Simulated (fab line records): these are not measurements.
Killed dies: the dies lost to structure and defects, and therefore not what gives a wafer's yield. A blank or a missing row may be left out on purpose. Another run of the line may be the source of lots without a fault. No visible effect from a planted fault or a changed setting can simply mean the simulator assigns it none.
What tool caused it? -- flow nand-harc -- 12 lots, 36 wafers sampled, at 5 steps of a route of 1302

== WHAT THE GAUGES SHOWED, per wafer ==
NHARC_END_SORT_01. Usual: defect-limited-yield 91.6 %, standard deviation 2.8; killed-at-array 52, standard deviation 19; killed-at-other 1.0, standard deviation 1.2; killed-at-periphery 4.1, standard deviation 2.8; killed-dies 57, standard deviation 19; killed-open 3.1, standard deviation 1.7; killed-short 2.5, standard deviation 1.5; sort_bin_2_pct 3.0 %, standard deviation 1.2; sort_bin_3_pct 0.6 %, standard deviation 0.36; sort_bin_4_pct 4.9 %, standard deviation 1.6; sort-n-pass 620, standard deviation 19; sort-rim-yield-pct 91 %, standard deviation 5; sort-yield-pct 91.6 %, standard deviation 2.8.
lot,measured,on,defect-limited-yield (%),killed-at-array,killed-at-other,killed-at-periphery,killed-dies,killed-open,killed-short,sort_bin_2_pct (%),sort_bin_3_pct (%),sort_bin_4_pct (%),sort-n-pass,sort-rim-yield-pct (%),sort-yield-pct (%),flag
L810,day 23 22:49,prober-01,86.9 88.5 88.8,88 70 72,0 0 0,1 8 4,89 78 76,3 3 2,2 3 4,5.2 3.5 5.0,1.2 1.5 0.9,6.8 6.5 5.3,588 599 601,79 86 93,86.9 88.5 88.8,
L811,day 24 10:01,prober-01,91.7 89.2 93.2,53 70 46,0 0 0,3 3 0,56 73 46,2 6 5,1 3 0,3.5 4.6 1.9,0.7 1.0 0.7,4.0 5.2 4.1,621 604 631,98 97 89,91.7 89.2 93.2,
L812,day 24 23:10,prober-01,93.5 92.2 88.8,39 49 72,0 0 0,5 4 4,44 53 76,5 3 2,2 2 2,2.8 2.7 4.7,0.6 1.2 0.6,3.1 4.0 5.9,633 624 601,85 80 87,93.5 92.2 88.8,
L813,day 24 23:59,prober-02,89.5 91.4 92.3,65 52 47,0 3 0,6 3 5,71 58 52,4 3 3,4 1 2,4.0 3.2 3.7,0.6 0.7 0.6,5.9 4.6 3.4,606 619 625,99 89 96,89.5 91.4 92.3,
L814,day 25 09:55,prober-01,94.8 90.7 92.3,33 59 47,1 0 1,1 4 4,35 63 52,2 3 2,2 2 2,2.1 3.5 2.5,0.3 0.7 0.9,2.8 5.0 4.3,642 614 625,85 97 92,94.8 90.7 92.3,
L817,day 27 02:43,prober-01,92.0 86.9 91.9,49 89 51,2 0 1,3 0 3,54 89 55,5 2 1,2 1 2,2.8 4.9 3.0,0.7 1.2 0.3,4.4 7.1 4.9,623 588 622,82 94 78,92.0 86.9 91.9,
L816,day 27 01:09,prober-02,91.0 91.4 90.4,54 57 62,1 1 0,6 0 3,61 58 65,2 4 5,5 0 0,1.9 2.4 2.7,1.0 0.6 0.9,6.1 5.6 6.1,616 619 612,92 92 94,91.0 91.4 90.4,
L825,day 29 21:42,prober-02,96.5 90.4 92.6,24 61 47,0 1 1,0 3 2,24 65 50,4 8 6,2 2 4,1.3 4.3 3.2,0.3 1.3 0.6,1.9 4.0 3.5,653 612 627,90 98 87,96.5 90.4 92.6,
L826,day 30 22:22,prober-01,89.4 91.1 91.0,64 57 58,1 0 0,7 3 3,72 60 61,5 3 4,3 5 2,3.0 3.2 3.1,0.7 0.7 0.7,6.9 4.9 5.2,605 617 616,87 91 92,89.4 91.1 91.0,
L827,day 30 22:24,prober-02,91.0 93.4 91.6,53 39 48,7 2 4,1 4 5,61 45 57,2 7 5,2 4 2,3.0 2.2 3.0,0.7 0.6 0,5.3 3.8 5.5,616 632 620,96 86 96,91.0 93.4 91.6,
L830,day 32 06:58,prober-02,92.3 89.5 95.7,46 65 26,1 2 0,5 4 3,52 71 29,8 0 2,2 2 3,2.8 4.4 2.1,0.7 0.9 0.4,4.1 5.2 1.8,625 606 648,91 94 90,92.3 89.5 95.7,
L831,day 33 03:47,prober-01,93.5 96.9 94.4,42 20 34,1 0 1,1 1 3,44 21 38,2 2 2,5 1 2,1.6 0.9 1.6,0.3 0.3 0.4,4.6 1.9 3.5,633 656 639,97 94 96,93.5 96.9 94.4,

== TOOL THAT RAN EACH LOT (tool first, then ch and the chambers of the sampled wafers, then the start) ==
lot,NHARC_A_BLC_PVD_32,NHARC_A_BLC_ALD_23,NHARC_A_BLC_CMP_25,NHARC_A_M0_EXPOSE_06
L810,"pvd-sputter-01, day 22 07:11 or earlier","ald-metal-03 ch 0,1,2, day 22 07:11","cmp-02 ch 2,3, day 22 07:53","arfi-scanner-02 ch 0, day 22 09:01"
L811,"pvd-sputter-01, day 22 19:31 or earlier","ald-metal-02 ch 0,3, day 22 19:31","cmp-02 ch 0,1, day 22 20:14","arfi-scanner-03 ch 0, day 22 21:16"
L812,"pvd-sputter-01, day 23 04:32 or earlier","ald-metal-04 ch 0,3, day 23 04:32","cmp-02 ch 1,2, day 23 05:16","arfi-scanner-01 ch 0, day 23 06:25"
L813,"pvd-sputter-03, day 23 09:07 or earlier","ald-metal-03 ch 0,2, day 23 09:07","cmp-01 ch 1,3, day 23 09:50","arfi-scanner-03 ch 0, day 23 11:01"
L814,"pvd-sputter-01, day 23 11:00 or earlier","ald-metal-02 ch 1,2, day 23 11:00","cmp-03 ch 0,1,2, day 23 11:44","arfi-scanner-01 ch 0, day 23 12:53"
L817,"pvd-sputter-03, day 25 07:47 or earlier","ald-metal-02 ch 0,1,3, day 25 07:47","cmp-03 ch 0,2,3, day 25 08:31","arfi-scanner-03 ch 0, day 25 09:37"
L816,"pvd-sputter-02, day 25 09:05 or earlier","ald-metal-04 ch 0,2,3, day 25 09:05","cmp-02 ch 0,1,2, day 25 09:48","arfi-scanner-02 ch 0, day 25 10:58"
L825,"pvd-sputter-01, day 28 04:49 or earlier","ald-metal-03 ch 1,2,3, day 28 04:49","cmp-01 ch 0,1,2, day 28 05:34","arfi-scanner-02 ch 0, day 28 06:43"
L826,"pvd-sputter-02, day 29 04:13 or earlier","ald-metal-04 ch 2,3, day 29 04:13","cmp-02 ch 0,1,2, day 29 04:56","arfi-scanner-03 ch 0, day 29 06:44"
L827,"pvd-sputter-03, day 29 06:20 or earlier","ald-metal-02 ch 0,2,3, day 29 06:20","cmp-03 ch 1,2,3, day 29 07:05","arfi-scanner-03 ch 0, day 29 08:07"
L830,"pvd-sputter-02, day 30 14:55 or earlier","ald-metal-04 ch 0,3, day 30 14:55","cmp-03 ch 1,3, day 30 15:38","arfi-scanner-02 ch 0, day 30 16:48"
L831,"pvd-sputter-01, day 31 08:14 or earlier","ald-metal-03 ch 0,1,2, day 31 08:14","cmp-01 ch 0,2,3, day 31 09:01","arfi-scanner-01 ch 0, day 31 10:08"
- NHARC_A_BLC_PVD_32: deposits Ti, target thk 5 nm, time 17.7 s.
- NHARC_A_BLC_ALD_23: deposits TiN, target thk 3 nm, pulse time 1 s, ald cycles 150.
- NHARC_A_BLC_CMP_25: polishes, t overpolish 30 s, target thk 150 nm.
- NHARC_A_M0_EXPOSE_06: exposes mask A M0, target cd 80 nm.

== WHAT THE TOOLS THEMSELVES READ (means of the sampled wafers that have a number; where no wafer has one, the mark that the record gives instead) ==
NHARC_A_BLC_PVD_32. Usual: chamber-pressure-pa 5.002 Pa, standard deviation 0.009; substrate-temp-c 199.99 C, standard deviation 0.17; throttle-valve-pct 30.2 %, standard deviation 0.87.
lot,tool,chamber-pressure-pa (Pa),substrate-temp-c (C),throttle-valve-pct (%),flag
L810,pvd-sputter-01,5.008,200.06,30.1,
L811,pvd-sputter-01,5.001,199.88,30.3,
L812,pvd-sputter-01,5.015,199.89,30.1,
L813,pvd-sputter-03,4.999,199.85,30.7,
L814,pvd-sputter-01,4.993,199.92,30.1,
L817,pvd-sputter-03,5.003,200.04,30.2,
L816,pvd-sputter-02,4.997,199.97,29.7,
L825,pvd-sputter-01,4.989,200.16,30.1,
L826,pvd-sputter-02,4.992,199.88,29.4,
L827,pvd-sputter-03,5.002,200.01,30.0,
L830,pvd-sputter-02,5.008,199.84,29.4,
L831,pvd-sputter-01,5.004,199.98,30.4,

NHARC_A_BLC_ALD_23. Usual: heater-power-w 1074 W, standard deviation 88; precursor-pulse-height-rel 1.001, standard deviation 0.02.
lot,tool,heater-power-w (W),precursor-pulse-height-rel,flag
L810,ald-metal-03,1072,1.008,
L811,ald-metal-02,1118,1.024,
L812,ald-metal-04,1059,1.001,
L813,ald-metal-03,1010,0.980,
L814,ald-metal-02,1198,0.984,
L817,ald-metal-02,1144,0.997,
L816,ald-metal-04,1012,0.994,
L825,ald-metal-03,1038,1.022,
L826,ald-metal-04,999,0.978,
L827,ald-metal-02,1066,1.004,
L830,ald-metal-04,1029,0.998,
L831,ald-metal-03,1074,1.005,

NHARC_A_BLC_CMP_25. Usual: motor-current-A 12.3 A, standard deviation 1.6; overpolish-run-s 30.000 s, standard deviation 0.0091; time-to-endpoint-s 30 s, standard deviation 3.5.
lot,tool,motor-current-A (A),overpolish-run-s (s),time-to-endpoint-s (s),flag
L810,cmp-02,11.7,29.995,33,
L811,cmp-02,12.1,30.001,29,
L812,cmp-02,13.2,29.987,33,
L813,cmp-01,13.3,30.008,30,
L814,cmp-03,12.8,30.003,36,
L817,cmp-03,11.4,30.004,33,
L816,cmp-02,12.2,29.998,27,
L825,cmp-01,13.1,29.992,27,
L826,cmp-02,12.0,29.998,30,
L827,cmp-03,11.6,30.003,33,
L830,cmp-03,11.7,30.002,31,
L831,cmp-01,11.9,30.001,28,

NHARC_A_M0_EXPOSE_06. Usual: exposure-dose-mJ-cm2 83.26, standard deviation 0.075.
lot,tool,exposure-dose-mJ-cm2,flag
L810,arfi-scanner-02,83.32,
L811,arfi-scanner-03,83.31,
L812,arfi-scanner-01,83.35,
L813,arfi-scanner-03,83.21,
L814,arfi-scanner-01,83.28,
L817,arfi-scanner-03,83.29,
L816,arfi-scanner-02,83.28,
L825,arfi-scanner-02,83.20,
L826,arfi-scanner-03,84.52,OFF
L827,arfi-scanner-03,84.30,OFF
L830,arfi-scanner-02,83.24,
L831,arfi-scanner-01,83.35,

== THE ANSWER, worked out from the rows above alone ==
Rule: lot off if the mean of its wafers having a number is beyond 3 standard deviations from the usual mean. A lot without any number at a reading at which 4 lots or more have one is off too. The other lots that the step has rows for count as sound. After the gauges, taken in route order, come the tools' own readings; for these a lot's mean is taken, as printed above. The first step at which some lot is off is used, and at that step the reading that is off furthest; a lot without a number counts as furthest.
Off: L826, L827, at NHARC_A_M0_EXPOSE_06 (exposure-dose-mJ-cm2).
If a tool, at that step or one of the process steps before it, ran each lot that is off and ran no sound lot following the first of them, it fits. NHARC_A_BLC_PVD_32 gives no start for some lots, so the hours and the order of its lots are those of NHARC_A_BLC_ALD_23. One fits: NHARC_A_M0_EXPOSE_06 on arfi-scanner-03. Its last sound lot is L817 (day 25 09:37), its first lot that is off L826 (day 29 06:44): a fault that began between those two fits.
On the lots that are off, the tool's own readings at NHARC_A_M0_EXPOSE_06 differ by more than 5 times the standard deviation of the sound lots' means, which bears it out; exposure-dose-mJ-cm2 reads 84.41 there versus 83.28 on the sound lots.

== WHAT THE SIMULATOR HAD PUT IN ==
Drift in process parameters on arfi-scanner-03 at NHARC_A_M0_EXPOSE_06, starting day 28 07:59. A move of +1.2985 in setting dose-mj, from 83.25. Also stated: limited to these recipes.
Lots struck among those shown: L826, L827. The rule given above showed the same thing.
